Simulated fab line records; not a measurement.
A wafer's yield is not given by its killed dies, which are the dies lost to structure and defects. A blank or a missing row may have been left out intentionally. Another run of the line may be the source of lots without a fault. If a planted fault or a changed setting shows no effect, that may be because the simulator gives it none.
Comparing a struck lot with a sound one || flow nandHarc || 23 steps out of a route of 1302
Sound: these wafers, L198.2, L198.4, L198.6. Wafers struck: L187.1, L187.3, L187.6. The cause comes at the end.
Each step with rows lists, per side, the tool, then ch with its chambers, then its first start. Under that, the readings that differ: sound wafers || struck wafers || difference of the means || sigmas: that difference in standard deviations of wafers without a fault.
alike: a reading whose means differ by less than 2 such deviations, as well as words and numbers matching on both sides. not compared: withheld readings; readings where some wafer has no value; bounds like >300 that might hide an equal value; numbers whose values overlap and for which the record gives no deviation.
A row with sigmas, a row that says differs or no value, or rows on one side alone: a step with any of these is where the two part. When numbers do not overlap yet have no deviation, they are printed without sigmas and do not part them. A reading missing from all wafers of one side parts the sides only when that side holds two or more wafers.

first, 11 steps without rows for these wafers: NHARC_A_CHANNEL_HOLE_D1_DESCUM_15 (chemistry O2, time 3 s); NHARC_A_CHANNEL_HOLE_D1_ETCH_38 (etches the open film in CF4, target depth 39 nm, time 65 s); NHARC_A_CHANNEL_HOLE_D1_ETCH_39 (etches the open film in N2/H2, target depth 260 nm, time 325 s); NHARC_A_CHANNEL_HOLE_D1_ETCH_34 (etches the open film in CF4/CHF3, target depth 154 nm, time 77 s); NHARC_A_CHANNEL_HOLE_D1_ETCH_16 (etches the open film in O2/COS, target depth 3100 nm, time 806 s); NHARC_A_CHANNEL_HOLE_D1_ETCH_19 (etches the open film in C4F8/O2/Ar, time 34.5 s); NHARC_A_CHANNEL_HOLE_D1_ETCH_20 (etches the open film in C4F8/O2/Ar, time 361.9 s, target depth 1600 nm); NHARC_A_CHANNEL_HOLE_D1_ETCH_21 (etches the open film in C4F8/O2/Ar, time 514.3 s, target depth 1600 nm); NHARC_A_CHANNEL_HOLE_D1_ETCH_22 (etches the open film in C4F8/O2/Ar, time 666.7 s, target depth 1600 nm); NHARC_A_CHANNEL_HOLE_D1_ETCH_23 (etches the open film in C4F8/O2/Ar, time 819 s, target depth 1600 nm); NHARC_A_CHANNEL_HOLE_D1_ETCH_24 (etches the open film in C4F8/O2/Ar, time 906.2 s, target depth 1500 nm).
NHARC_A_CHANNEL_HOLE_D1_ETCH_25: etches the open film in C4F8/O2/Ar, time 1040.2 s, target depth 1500 nm.
  sound on harEtch-02 ch 0,1, day 15 22:32; struck on harEtch-01 ch 0, day 11 08:23
  alike: c4f8FlowSccm, drypumpMotorCurrentA, showerheadPlenumPTorr, tempC, throttleValvePct
  not compared: rfHoursCounterH
then, 5 steps without rows for these wafers: NHARC_A_CHANNEL_HOLE_D1_ETCH_26 (etches the open film in C4F8/O2/Ar, time 224.1 s, target depth 300 nm); NHARC_A_CHANNEL_HOLE_D1_ETCH_33 (etches the open film in C4F8/O2/Ar, time 90 s, target depth 400 nm); NHARC_A_CHANNEL_HOLE_D1_STRIP_41 (strips in N2/H2); NHARC_A_CHANNEL_HOLE_D1_STRIP_42 (strips in CF4/CHF3); NHARC_A_CHANNEL_HOLE_D1_STRIP_43 (strips in O2/COS).
NHARC_A_CHANNEL_HOLE_D1_ETCH_44: etches the open film in CF4/O2, target depth 140 nm, overetch 14 nm, time 77 s.
  sound on rieDiel-13 ch 0,2,3, day 16 00:13; struck on rieDiel-13 ch 0,1,3, day 11 10:13
  alike: cf4FlowSccm, drypumpMotorCurrentA, oesProductAu, rfVppV, showerheadPlenumPTorr, throttleValvePct
  not compared: rfHoursCounterH, model.A_CHANNEL_HOLE_D1.cdNm
then, 3 steps without rows for these wafers: NHARC_A_CHANNEL_HOLE_D1_STRIP_27 (strips in O2); NHARC_A_CHANNEL_HOLE_D1_PRECLEAN_28 (cleans in SC1); NHARC_A_CHANNEL_HOLE_D1_SRD_29.
NHARC_A_CHANNEL_HOLE_D1_XSEM_31:
  sound on xsem-01 ch 0, day 16 01:05; struck on xsem-02 ch 0
{"reading": "bowNm (nm)", "sound": "8.38 8.46 8.46", "struck": "- - -", "difference": "no value on the struck wafers", "sigmas": ""}
  alike: botCdNm, tiltDeg
then, 1 step without rows for these wafers: NHARC_END_SORT_01.

WHERE THEY PART
Within this record, at NHARC_A_CHANNEL_HOLE_D1_XSEM_31 only.

WHY: what had been put in by the simulator
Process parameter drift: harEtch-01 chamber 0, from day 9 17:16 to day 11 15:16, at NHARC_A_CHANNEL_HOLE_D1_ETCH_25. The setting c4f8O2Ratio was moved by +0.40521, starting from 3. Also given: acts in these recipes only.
